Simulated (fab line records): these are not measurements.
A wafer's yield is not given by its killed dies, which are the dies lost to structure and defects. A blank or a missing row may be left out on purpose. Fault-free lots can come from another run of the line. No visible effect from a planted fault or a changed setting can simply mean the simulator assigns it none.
2 desks, one fault | flow n5-finfet | what lay behind the numbers comes last; until then each desk has only its own

AT THE METROLOGY DESK
Lot by lot, what the gauges showed, no matter which tool ran the lot: averages of those sampled wafers that carry a number. A lot is out of limits, marked OUT, if its mean lies more than 4 standard deviations from the usual mean; the brackets give that distance.
Columns: A = cd-nm at N5_BEOL_M11_CD_MEAS_18, usual 70.1 nm; B = cd-nm at N5_BEOL_M11_CD_MEAS_35, usual 70.1 nm; C = M11_THK at N5_BEOL_M11_THK_MEAS_53, usual 142.3 nm
lot  | first seen here | A    | B    | C
L438 | day 11 00:31    | 70.2 | 70.1 | 142.8
L440 | day 11 03:18    | 70.3 | 70.5 | 141.9
L445 | day 12 08:06    | 70.7 | 70.7 | 145.7
L446 | day 12 16:54    | 69.8 | 69.7 | 143.2
L448 | day 13 05:56    | 70.2 | 70.0 | 139.4
L454 | day 14 13:59    | 69.8 | 69.7 | 144.2
L453 | day 14 14:11    | 70.0 | 69.8 | 140.0
L456 | day 15 01:43    | 70.7 | 70.7 | 142.4
L455 | day 15 08:23    | 70.5 | 70.5 | 139.9
L457 | day 15 20:34    | 69.6 | 69.5 | 141.2
L458 | day 15 22:04    | 70.4 | 70.2 | 144.7
L459 | day 16 04:18    | 70.6 | 70.7 | 142.7
L460 | day 16 10:39    | 70.6 | 70.2 | 144.5
Finding of this desk: none of the 13 lots has anything out of limits.

FOR THE TOOL OWNER'S DESK: uv-cure-01
The tool's own readings at N5_BEOL_M11_CURE_72 (cures SiCOH lowk, time 120 s): means of the sampled wafers that have a number, for each lot that ran on this tool. A lot is out of limits, marked OUT, if its mean lies more than 4 standard deviations from the usual mean; the brackets give that distance.
Columns: A = lamp-power-pct at N5_BEOL_M11_CURE_72, usual 52.31 %; B = run-length-s at N5_BEOL_M11_CURE_72, usual 178.0 s; C = wafer_temp_C_max at N5_BEOL_M11_CURE_72, usual 371.7
lot  | first seen here | A                | B                | C
L438 | day 11 02:20    | 52.33            | 177.2            | 371.8
L440 | day 11 05:01    | 52.34            | 178.0            | 370.9
L446 | day 12 19:09    | 52.12            | 176.7            | 371.1
L448 | day 13 07:19    | 52.07 (-4.1) OUT | 171.5 (-4.6) OUT | 371.9
L457 | day 15 21:55    | 52.23            | 177.6            | 371.2
This desk finds L448 out of limits, L448 being first, at day 13 07:19 (lamp-power-pct at N5_BEOL_M11_CURE_72). Within limits: L438, L440, L446, L457.

TAKEN TOGETHER
The tool owner's desk could have raised an alarm at day 13 07:19, on L448.
At the metrology desk, nothing out of limits was observed.
The metrology desk holds a record of L448, inside its limits.
Of the lots named, all ran N5_BEOL_M11_CURE_72 on uv-cure-01.

WHAT THE SIMULATOR HAD INSERTED
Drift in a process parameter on uv-cure-01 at N5_BEOL_M11_CURE_72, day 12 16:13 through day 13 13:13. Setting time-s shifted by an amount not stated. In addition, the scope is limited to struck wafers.
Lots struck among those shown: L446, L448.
Each desk's first reading out of limits, in hours after the fault started: the tool owner's desk, 15.
